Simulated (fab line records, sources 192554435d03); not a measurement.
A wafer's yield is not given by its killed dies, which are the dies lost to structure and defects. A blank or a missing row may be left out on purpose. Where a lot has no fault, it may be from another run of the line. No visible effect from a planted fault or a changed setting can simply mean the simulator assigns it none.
Chamber matching / flow n5_finfet / 3 sister chambers for N5_MOL_CONTACT_COAG_CO_FILL_22 on cvd_co-01
The step material Co, precursor CCTBA/H2, target thk 20 nm. 27 wafers are shown with their chamber, then 12 later ones without.

== WAFERS PAIRED WITH THEIR CHAMBERS ==
wafer=L075.1; chamber=2; heater_power_w (W)=215
wafer=L075.2; chamber=0; heater_power_w (W)=232
wafer=L075.6; chamber=1; heater_power_w (W)=251
wafer=L078.1; chamber=0; heater_power_w (W)=231
wafer=L078.2; chamber=2; heater_power_w (W)=215
wafer=L078.6; chamber=1; heater_power_w (W)=249
wafer=L079.1; chamber=0; heater_power_w (W)=232
wafer=L079.4; chamber=0; heater_power_w (W)=228
wafer=L079.5; chamber=1; heater_power_w (W)=250
wafer=L080.3; chamber=0; heater_power_w (W)=233
wafer=L080.4; chamber=2; heater_power_w (W)=215
wafer=L080.5; chamber=0; heater_power_w (W)=233
wafer=L081.1; chamber=0; heater_power_w (W)=236
wafer=L081.2; chamber=2; heater_power_w (W)=216
wafer=L081.5; chamber=2; heater_power_w (W)=212
wafer=L082.2; chamber=1; heater_power_w (W)=249
wafer=L082.5; chamber=0; heater_power_w (W)=232
wafer=L082.6; chamber=1; heater_power_w (W)=248
wafer=L083.1; chamber=1; heater_power_w (W)=249
wafer=L083.2; chamber=0; heater_power_w (W)=230
wafer=L083.3; chamber=2; heater_power_w (W)=217
wafer=L083.4; chamber=0; heater_power_w (W)=234
wafer=L083.5; chamber=2; heater_power_w (W)=222
wafer=L083.6; chamber=1; heater_power_w (W)=247
wafer=L085.3; chamber=1; heater_power_w (W)=253
wafer=L085.4; chamber=1; heater_power_w (W)=249
wafer=L085.5; chamber=0; heater_power_w (W)=227

SIGNATURES (averages over the wafers above)
reading=heater_power_w; chamber 0=231.64; chamber 1=249.44; chamber 2=216.00; scatter within a chamber=2.47
Rule: for each reading, subtract the chamber's mean from the wafer's reading, divide by that reading's scatter and square the result; add these up over the readings and take the root, which gives the wafer's distance from the chamber. The wafer belongs to the nearest chamber; if the next one is less than 2 further off, it can't be placed. The scatter is the square root of a quotient: the sum, over the shown wafers, of each reading's squared deviation from its chamber's mean, divided by wafers minus chambers.

== WAFERS MISSING THEIR CHAMBER ==
wafer=L089.1; heater_power_w (W)=233
wafer=L089.3; heater_power_w (W)=215
wafer=L089.4; heater_power_w (W)=210
wafer=L090.1; heater_power_w (W)=233
wafer=L090.2; heater_power_w (W)=254
wafer=L090.3; heater_power_w (W)=220
wafer=L094.3; heater_power_w (W)=244
wafer=L094.4; heater_power_w (W)=248
wafer=L094.6; heater_power_w (W)=221
wafer=L096.2; heater_power_w (W)=250
wafer=L096.3; heater_power_w (W)=221
wafer=L096.5; heater_power_w (W)=251

== CHAMBER TAKEN BY EACH ==
wafer=L089.1; from the rows above=0; in truth=0
wafer=L089.3; from the rows above=2; in truth=2
wafer=L089.4; from the rows above=2; in truth=2
wafer=L090.1; from the rows above=0; in truth=0
wafer=L090.2; from the rows above=1; in truth=1
wafer=L090.3; from the rows above=2; in truth=2
wafer=L094.3; from the rows above=1; in truth=1
wafer=L094.4; from the rows above=1; in truth=1
wafer=L094.6; from the rows above=2; in truth=2
wafer=L096.2; from the rows above=1; in truth=1
wafer=L096.3; from the rows above=2; in truth=2
wafer=L096.5; from the rows above=1; in truth=1
12 of 12 placed correctly. Number that these rows cannot place: 0. 0 placed wrongly.
